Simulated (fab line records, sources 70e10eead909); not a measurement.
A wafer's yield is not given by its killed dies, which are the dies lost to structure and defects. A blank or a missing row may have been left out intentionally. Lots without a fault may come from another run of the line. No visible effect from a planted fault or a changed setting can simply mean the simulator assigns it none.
A struck lot beside a sound one | flow nand harc | 18 steps out of a route of 1159
Sound: the wafers L962.1, L962.2, L962.5. Struck: wafers L959.2, L959.3, L959.5. The cause is named last.
For every step that has rows: the tool of each side, followed by ch and its chambers, followed by its first start. Under that, the readings that differ: sound wafers | struck wafers | difference of the means | sigmas: that difference in standard deviations of wafers without a fault.
alike: readings whose means differ by less than 2 such deviations, and words and numbers that are the same on both sides. not compared: withheld readings, readings that some wafer has no value for, bounds like >300 that may hide the same value, and numbers for which the record gives no deviation and whose values overlap.
Wherever a step has rows on one side only, a row that says differs or no value, or a row with sigmas, the two part there. Numbers that have no deviation but don't overlap get no sigmas and don't part them. Lack of a reading on every wafer of one side parts them only where that side has two or more wafers.

NHARC_A_BLC_CVD_24: deposits W, target thk 150 nm, time 434 s.
  sound on cvd w-01 ch 0,1; struck on cvd w-02 ch 0,1
  alike: heater power w, mfc h2 sccm, throttle valve pct
  not compared: since wet clean h
NHARC_A_BLC_CMP_25: polishes, t overpolish 30 s, target thk 150 nm.
  sound on cmp-04 ch 1,3, day 21 15:11; struck on cmp-03 ch 0,1,3, day 22 01:22
  reading             | sound          | struck         | difference | sigmas
  motor current A (A) | 11.1 11.5 11.4 | 13.1 12.4 13.7 | +1.7       | +2
  alike: overpolish run s, time to endpoint s
then, 1 step without rows for these wafers: NHARC_A_BLC_SRD_27.
NHARC_A_BLC_INSPECT_28:
  sound on defect inspect-01, day 21 15:36; struck on defect inspect-01, day 22 01:46
  alike: raw defect count
then, 7 steps without rows for these wafers: NHARC_A_M0_DEP_00 (deposits SiOC, target thk 150 nm); NHARC_A_M0_DEHYDRATE_01 (time 120 s); NHARC_A_M0_HMDS_02 (time 30 s); NHARC_A_M0_COAT_33 (time 65 s); NHARC_A_M0_COAT_03 (resist thk 90 nm); NHARC_A_M0_SOFTBAKE_04 (time 55 s); NHARC_A_M0_EBR_05.
NHARC_A_M0_EXPOSE_06: exposes mask A M0, target cd 80 nm.
  sound on arfi scanner-01 ch 0, day 21 16:23; struck on arfi scanner-03 ch 0, day 22 02:24
  reading                      | sound                   | struck            | difference | sigmas
  model.A_M0.overlay x nm (nm) | -0.7514 -0.7514 -0.7514 | 9.003 9.003 9.003 | +9.754     |
  alike: mask, focus offset nm
then, 2 steps without rows for these wafers: NHARC_A_M0_PEB_07 (peb time 65 s); NHARC_A_M0_DEVELOP_08 (develop time 35 s).
NHARC_A_M0_CD_MEAS_09: target cd 80 nm.
  sound on cd sem-01 ch 0, day 21 16:32; struck on cd sem-02 ch 0, day 22 02:32
  reading    | sound          | struck         | difference | sigmas
  cd nm (nm) | 81.1 80.7 81.2 | 79.6 79.5 79.2 | -1.6       | -3
NHARC_A_M0_OVL_MEAS_10: pitch 160 nm.
  sound on overlay-02, day 21 16:37; struck on overlay-01, day 22 02:37
  reading           | sound          | struck      | difference | sigmas
  overlay x nm (nm) | -0.6 -0.8 -1.0 | 9.1 9.4 9.2 | +10.0      | +13
  alike: overlay y nm
NHARC_A_M0_INSPECT_11:
  sound on defect inspect-02, day 21 16:39; struck on defect inspect-01, day 22 02:40
  alike: raw defect count
NHARC_END_SORT_01:
  here the record holds rows for the struck wafers (prober-01 ch 0, day 24 01:01) but none for the sound ones

## WHERE THEY PART
First at NHARC_A_BLC_CMP_25; last, within this record, at NHARC_END_SORT_01.

WHY: whatever the simulator had introduced
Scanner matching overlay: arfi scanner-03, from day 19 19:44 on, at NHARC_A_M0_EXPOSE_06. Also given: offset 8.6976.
